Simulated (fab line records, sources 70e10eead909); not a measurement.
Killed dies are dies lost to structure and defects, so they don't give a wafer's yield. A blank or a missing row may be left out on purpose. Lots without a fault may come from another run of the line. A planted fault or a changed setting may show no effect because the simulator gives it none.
Which tool did it? | flow nand_harc | 15 lots, 42 wafers sampled, at 1 step of a route of 1159

WHAT THE GAUGES READ, wafer by wafer
NHARC_A_CHANNEL_HOLE_D1_INSPECT_12. Usual: raw_defect_count 5.1, standard deviation 2.7.
lot  | measured     | on                | raw_defect_count | flag
L982 | day 8 08:10  | defect_inspect-01 | 3 4 3            |
L983 | day 8 08:58  | defect_inspect-01 | 10 1 9           |
L984 | day 9 00:28  | defect_inspect-01 | 2 2 3            |
L985 | day 9 00:55  | defect_inspect-02 | 2 7 4            |
L988 | day 9 14:26  | defect_inspect-02 | 5 5 2            |
L992 | day 10 20:23 | defect_inspect-01 | 12 5 8           |
L994 | day 11 14:32 | defect_inspect-02 | 7 2              |
L993 | day 11 15:49 | defect_inspect-02 | 8 4              |
L997 | day 12 04:58 | defect_inspect-02 | 8 8 6            |
L996 | day 12 05:07 | defect_inspect-02 | 6 5              |
L999 | day 12 16:02 | defect_inspect-02 | 4 6 1            |
L101 | day 12 16:12 | defect_inspect-02 | 4 8 3            |
L103 | day 13 04:51 | defect_inspect-02 | 6 7 2            |
L102 | day 13 05:58 | defect_inspect-01 | 17 9 3           |
L105 | day 14 01:16 | defect_inspect-01 | 5 5 6            |

WHICH TOOL RAN EACH LOT (tool, then ch and the chambers of the sampled wafers, then the start)
The record holds no process step before these readings.

WHAT THE TOOLS THEMSELVES READ (means of the sampled wafers that have a number; where no wafer has one, the mark that the record gives instead)
The record holds no such reading with a usual standard deviation.

THE ANSWER, worked out from the rows above alone
Rule: a lot is off if the mean of its wafers that have a number lies more than 3 standard deviations from the usual mean. A lot without any number at a reading at which 4 lots or more have one is off too. The other lots that the step has rows for count as sound. The gauges are gone through in route order, then the tools' own readings, and for those a lot's mean is taken as printed above. The first step at which some lot is off is used, and at that step the reading that is off furthest; a lot without a number counts as furthest.
No lot is off at any reading shown: from this, nothing can be told.

WHAT THE SIMULATOR HAD PUT IN
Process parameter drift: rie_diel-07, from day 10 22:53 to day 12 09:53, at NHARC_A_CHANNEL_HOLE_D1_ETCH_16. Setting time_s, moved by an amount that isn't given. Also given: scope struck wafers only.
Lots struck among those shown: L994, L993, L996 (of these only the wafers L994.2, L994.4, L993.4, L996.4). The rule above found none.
